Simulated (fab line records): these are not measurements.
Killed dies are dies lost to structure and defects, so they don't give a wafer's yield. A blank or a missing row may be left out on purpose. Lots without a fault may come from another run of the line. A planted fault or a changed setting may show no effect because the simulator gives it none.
What tool caused it? || flow nand harc || 6 lots with 17 wafers sampled at 5 steps, on a route of 1302 steps

WHAT EACH GAUGE READ, for each wafer
NHARC_END_SORT_01.
{"lot": "L882", "measured": "day 29 05:47", "on": "prober-01", "killed open": "4 5"}
{"lot": "L889", "measured": "day 32 17:55", "on": "prober-01", "killed open": "4 0 4"}
{"lot": "L890", "measured": "day 33 12:38", "on": "prober-02", "killed open": "3 4 3"}

WHICH TOOL RAN EACH LOT (tool, then ch and the chambers of the sampled wafers, then the start)
{"lot": "L874", "NHARC_A_CONTACT_ETCH_124": "har cap etch-01 ch 0,1, day 23 12:43", "NHARC_A_CONTACT_ETCH_128": "har cap etch-01 ch 0,1, day 23 13:26", "NHARC_A_CONTACT_ETCH_132": "har cap etch-01 ch 0,1, day 23 14:08", "NHARC_A_CONTACT_ETCH_91": "rie diel-11 ch 1,2,3, day 23 15:06"}
{"lot": "L876", "NHARC_A_CONTACT_ETCH_124": "har cap etch-01 ch 0,1, day 24 10:59", "NHARC_A_CONTACT_ETCH_128": "har cap etch-01 ch 0,1, day 24 11:57", "NHARC_A_CONTACT_ETCH_132": "har cap etch-01 ch 0,1, day 24 12:53", "NHARC_A_CONTACT_ETCH_91": "rie diel-11 ch 0,1,2, day 24 14:04"}
{"lot": "L882", "NHARC_A_CONTACT_ETCH_124": "har cap etch-01 ch 0,1, day 26 22:23", "NHARC_A_CONTACT_ETCH_128": "har cap etch-01 ch 0,1, day 26 23:07", "NHARC_A_CONTACT_ETCH_132": "har cap etch-01 ch 0,1, day 26 23:49", "NHARC_A_CONTACT_ETCH_91": "rie diel-11 ch 0,3, day 27 00:49"}
{"lot": "L889", "NHARC_A_CONTACT_ETCH_124": "har cap etch-02 ch 0,1, day 30 03:27", "NHARC_A_CONTACT_ETCH_128": "har cap etch-02 ch 0,1, day 30 04:11", "NHARC_A_CONTACT_ETCH_132": "har cap etch-02 ch 0,1, day 30 04:53", "NHARC_A_CONTACT_ETCH_91": "rie diel-11 ch 1,2,3, day 30 05:52"}
{"lot": "L891", "NHARC_A_CONTACT_ETCH_124": "har cap etch-03 ch 0,1, day 30 16:46", "NHARC_A_CONTACT_ETCH_128": "har cap etch-03 ch 0,1, day 30 17:31", "NHARC_A_CONTACT_ETCH_132": "har cap etch-03 ch 0,1, day 30 18:13", "NHARC_A_CONTACT_ETCH_91": "rie diel-01 ch 1,2,3, day 30 19:10"}
{"lot": "L890", "NHARC_A_CONTACT_ETCH_124": "har cap etch-03 ch 0,1, day 31 01:50", "NHARC_A_CONTACT_ETCH_128": "har cap etch-03 ch 0,1, day 31 02:34", "NHARC_A_CONTACT_ETCH_132": "har cap etch-03 ch 0,1, day 31 03:16", "NHARC_A_CONTACT_ETCH_91": "rie diel-11 ch 0,2, day 31 04:14"}
- NHARC_A_CONTACT_ETCH_124: etches the open film in C4F8/O2/Ar, time 140 s, target depth 700 nm.
- NHARC_A_CONTACT_ETCH_128: etches the open film in C4F8/O2/Ar, time 197 s, target depth 1918 nm.
- NHARC_A_CONTACT_ETCH_132: etches the open film in C4F8/O2/Ar, time 197 s, target depth 1924 nm.
- NHARC_A_CONTACT_ETCH_91: etches the open film in CH3F/O2, target depth 40 nm, time 85.7 s.

THE ANSWER, worked out from the rows above alone
Rule: the usual values come from the lots themselves. The widest of any qualifying gaps counts: lots, ordered by their means at a reading, are off when they make up no more than a third of the lots, leave a main group of 4 or more, and stand apart from it by 3 or more times the standard deviation of that group's means. A main group whose means are all the same, to the digits that the tables above print for the reading, isn't used. Also off: a lot with no number at a reading for which 4 or more lots have one. Any other lot the step has rows for is counted as sound.
No lot is off on any of the readings shown, so nothing can be concluded from this.

WHAT WAS PUT IN BY THE SIMULATOR
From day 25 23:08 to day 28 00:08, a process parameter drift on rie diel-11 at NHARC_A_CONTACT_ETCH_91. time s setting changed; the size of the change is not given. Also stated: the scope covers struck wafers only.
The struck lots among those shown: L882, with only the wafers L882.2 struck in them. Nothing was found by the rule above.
